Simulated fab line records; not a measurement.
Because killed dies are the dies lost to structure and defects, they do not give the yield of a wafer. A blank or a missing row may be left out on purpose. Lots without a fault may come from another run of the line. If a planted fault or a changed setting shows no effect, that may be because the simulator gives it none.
Chamber matching	flow n5Finfet	3 sister chambers for N5_BEOL_M13_DEP_53 on pecvd-03
The step deposits SiCN from 3MS/NH3, target thk 50 nm, time 17.8 s. 22 wafers are shown with their chamber, then 11 later ones without.

## WAFERS WITH THEIR CHAMBER
wafer	chamber	throttleValvePct (%)	showerheadPlenumPTorr (Torr)
L074.1	1	19.3	4.175
L074.2	2	17.5	4.170
L074.6	1	19.1	4.165
L078.3	2	17.6	4.159
L078.4	0	17.9	4.155
L078.6	2	17.3	4.173
L082.1	1	19.3	4.170
L082.2	0	18.2	4.148
L082.4	1	19.3	4.167
L081.4	0	18.1	4.146
L081.5	2	17.7	4.172
L081.6	1	19.1	4.153
L083.1	2	17.7	4.172
L083.4	2	17.8	4.171
L083.5	0	18.2	4.156
L084.4	1	19.2	4.168
L084.5	2	17.8	4.176
L084.6	0	17.9	4.151
L086.2	0	18.0	4.142
L086.3	0	18.0	4.154
L086.4	1	19.2	4.171
L087.2	1	19.4	4.153

SIGNATURES (means of the wafers above)
reading	chamber 0	chamber 1	chamber 2	scatter within a chamber
throttleValvePct	18.043	19.238	17.629	0.14
showerheadPlenumPTorr	4.15029	4.16525	4.17043	0.00648
Rule: a wafer's distance from a chamber is the root of the sum, over the readings, of the square of ((its reading less the chamber's mean) divided by the reading's scatter). The wafer belongs to the nearest chamber; if the next one is less than 2 further off, it can't be placed. How the scatter is found: for the shown wafers, subtract from each reading the mean of its chamber, square and add these, divide the total by (wafers less chambers), then take the root.

## WAFERS WITH NO CHAMBER GIVEN
wafer	throttleValvePct (%)	showerheadPlenumPTorr (Torr)
L087.3	17.8	4.171
L087.4	19.5	4.167
L091.2	19.3	4.157
L091.4	17.9	4.143
L091.5	18.0	4.160
L094.2	18.0	4.145
L094.3	18.1	4.144
L094.4	19.0	4.153
L093.1	19.1	4.161
L093.2	17.9	4.174
L093.4	17.9	4.144

## THE CHAMBER EACH PASSED THROUGH
wafer	from the rows above	in truth
L087.3	2	2
L087.4	1	1
L091.2	1	1
L091.4	0	0
L091.5	can't be placed: 0 or 2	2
L094.2	0	0
L094.3	0	0
L094.4	1	1
L093.1	1	1
L093.2	can't be placed: 2 or 0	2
L093.4	0	0
Correct placement for 9 of the 11. Cannot be placed on the basis of these rows: 2; the candidates contain the true chamber in 2. 0 placed wrongly.
